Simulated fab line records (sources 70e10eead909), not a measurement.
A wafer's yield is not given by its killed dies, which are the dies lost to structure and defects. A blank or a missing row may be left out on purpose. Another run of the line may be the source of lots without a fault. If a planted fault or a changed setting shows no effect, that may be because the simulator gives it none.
A struck lot beside a sound one    flow nand-harc    36 steps out of a route of 1302
Sound: the wafers L289.3, L289.4, L289.5. Struck: wafer L301.4 (L301.1, L301.5, from the same lot, were not struck and are left out); the cause is given at the end.
At each step with rows: each side's tool, then ch and its chambers, then its first start. Under that, the readings that differ: sound wafers    struck wafers    difference of the means    sigmas: that difference in standard deviations of wafers without a fault.
alike: a reading whose means differ by less than 2 such deviations, as well as words and numbers matching on both sides. not compared: withheld readings; readings where some wafer has no value; bounds like >300 that might hide an equal value; numbers whose values overlap and for which the record gives no deviation.
A row with sigmas, a row that says differs or no value, or rows on one side alone: a step with any of these is where the two part. When numbers do not overlap yet have no deviation, they are printed without sigmas and do not part them. A reading missing from all wafers of one side parts the sides only when that side holds two or more wafers.

first, 4 steps without rows for these wafers: NHARC_A_SLIT_ETCH_29 (etches the open film in CF4/O2, target depth 100 nm, overetch 10 nm, time 55 s); NHARC_A_SLIT_STRIP_18 (strips in O2); NHARC_A_SLIT_PRECLEAN_19 (cleans in SC1); NHARC_A_SLIT_SRD_20.
NHARC_A_SLIT_CD_MEAS_21:
  sound on cd-sem-02, day 22 05:55; struck on cd-sem-01, day 27 00:27
  alike: cd-nm
then, 3 steps without rows for these wafers: NHARC_A_SIN_REMOVE_WET_00 (chemistry H3PO4, time 15300 s); NHARC_A_SIN_REMOVE_PRECLEAN_01 (cleans in SC1); NHARC_A_SIN_REMOVE_SRD_02.
NHARC_A_SIN_REMOVE_INSPECT_04:
  sound on defect-inspect-02, day 22 12:32; struck on defect-inspect-01, day 27 07:07
  alike: raw-defect-count
NHARC_A_WL_FILL_ALD_00: deposits Al2O3, target thk 3 nm, pulse time 3 s, ald cycles 30.
  sound on ald-hk-01 ch 0,3, day 22 12:38; struck on ald-hk-03 ch 2, day 27 07:11
  alike: heater-power-w, precursor-pulse-height-rel
then, 1 step without rows for these wafers: NHARC_A_WL_FILL_RTA_01 (time 5 s).
NHARC_A_WL_FILL_ALD_02: deposits TiN, target thk 2 nm, pulse time 3 s, ald cycles 100.
  sound on ald-metal-03 ch 0,3, day 22 13:23; struck on ald-metal-03 ch 2, day 27 07:40
  alike: heater-power-w, precursor-pulse-height-rel
then, 1 step without rows for these wafers: NHARC_A_WL_FILL_CVD_03 (deposits W, target thk 40 nm, time 279 s).
NHARC_A_WL_FILL_ETCHBACK_04: etches the open film in NF3, target depth 60 nm, time 120 s.
  sound on rie-metal-02 ch 0,1, day 22 14:15; struck on rie-metal-01 ch 0, day 27 08:29
reading                sound              struck  difference  sigmas
oes-product-au (a.u.)  0.998 1.003 1.004  1.022   +0.020      +3
  alike: drypump-motor-current-A
  not compared: rf-hours-counter-h
then, 9 steps without rows for these wafers: NHARC_A_WL_FILL_ETCHBACK_05 (etches the open film in Cl2/BCl3, target depth 22 nm, time 60 s); NHARC_A_WL_FILL_STRIP_27 (strips in N2/H2, time 20 s); NHARC_A_WL_FILL_STRIP_28 (strips in post etch residue remover, time 1200 s); NHARC_A_WL_FILL_PRECLEAN_06 (cleans in DIW, time 300 s); NHARC_A_WL_FILL_SRD_07; NHARC_A_WL_FILL_ANNEAL_08 (time 1800 s); NHARC_A_WL_FILL_ALD_10 (deposits SiO2, target thk 50 nm, pulse time 10 s, ald cycles 500); NHARC_A_WL_FILL_ETCHBACK_16 (etches the open film in C4F8/O2/Ar, target depth 120 nm, time 24 s); NHARC_A_WL_FILL_STRIP_29 (strips in O2, time 20 s).
NHARC_A_WL_FILL_ETCHBACK_17: etches the open film in Cl2/BCl3, target depth 4 nm, time 26.7 s.
  sound on rie-metal-01 ch 0,1, day 23 00:59; struck on rie-metal-02 ch 1, day 27 19:01
  alike: drypump-motor-current-A, oes-product-au
  not compared: rf-hours-counter-h
then, 3 steps without rows for these wafers: NHARC_A_WL_FILL_PRECLEAN_18 (cleans in dHF, time 30 s); NHARC_A_WL_FILL_SRD_21; NHARC_A_WL_FILL_CVD_23 (deposits poly-Si, target thk 40 nm, time 800 s).
NHARC_A_WL_FILL_ETCHBACK_26: etches the open film in HBr, target depth 52 nm, time 13.3 s.
  sound on rie-si-05 ch 1,2,3, day 23 06:11; struck on rie-si-06 ch 3, day 28 00:22
  alike: drypump-motor-current-A, oes-product-au, throttle-valve-pct
  not compared: rf-hours-counter-h
then, 6 steps without rows for these wafers: NHARC_A_WL_FILL_PRECLEAN_30 (cleans in dHF, time 10 s); NHARC_A_WL_FILL_SRD_14; NHARC_A_WL_FILL_ALD_19 (deposits TiN, target thk 2 nm, pulse time 3 s, ald cycles 100); NHARC_A_WL_FILL_CVD_20 (deposits W, target thk 100 nm, time 74 s); NHARC_A_WL_FILL_CMP_12 (polishes, t overpolish 30 s, target thk 100 nm); NHARC_A_WL_FILL_SRD_31.
NHARC_A_CONTACT_DEP_24: deposits SiO2, target thk 500 nm.
  sound on pecvd-01 ch 0,1, day 23 07:28; struck on pecvd-03 ch 1, day 28 01:38
  alike: heater-power-w, throttle-valve-pct
-- jump in the record: it breaks off in module A_CONTACT and resumes in module END (first step shown: number 1302 of the route), and 3 days separate the struck wafers' starts before and after --
NHARC_END_SORT_01:
  sound on prober-01 ch 0, day 26 16:52; struck on prober-01 ch 0, day 31 06:16
reading          sound     struck  difference  sigmas
killed-at-array  73 69 58  132     +65         +3
killed-dies      76 74 61  137     +67         +4
  alike: killed-at-other, killed-at-periphery, killed-open, killed-short

## WHERE THEY PART
Last at NHARC_END_SORT_01 as far as this record goes, first at NHARC_A_WL_FILL_ETCHBACK_04.

WHY: the cause the simulator had injected
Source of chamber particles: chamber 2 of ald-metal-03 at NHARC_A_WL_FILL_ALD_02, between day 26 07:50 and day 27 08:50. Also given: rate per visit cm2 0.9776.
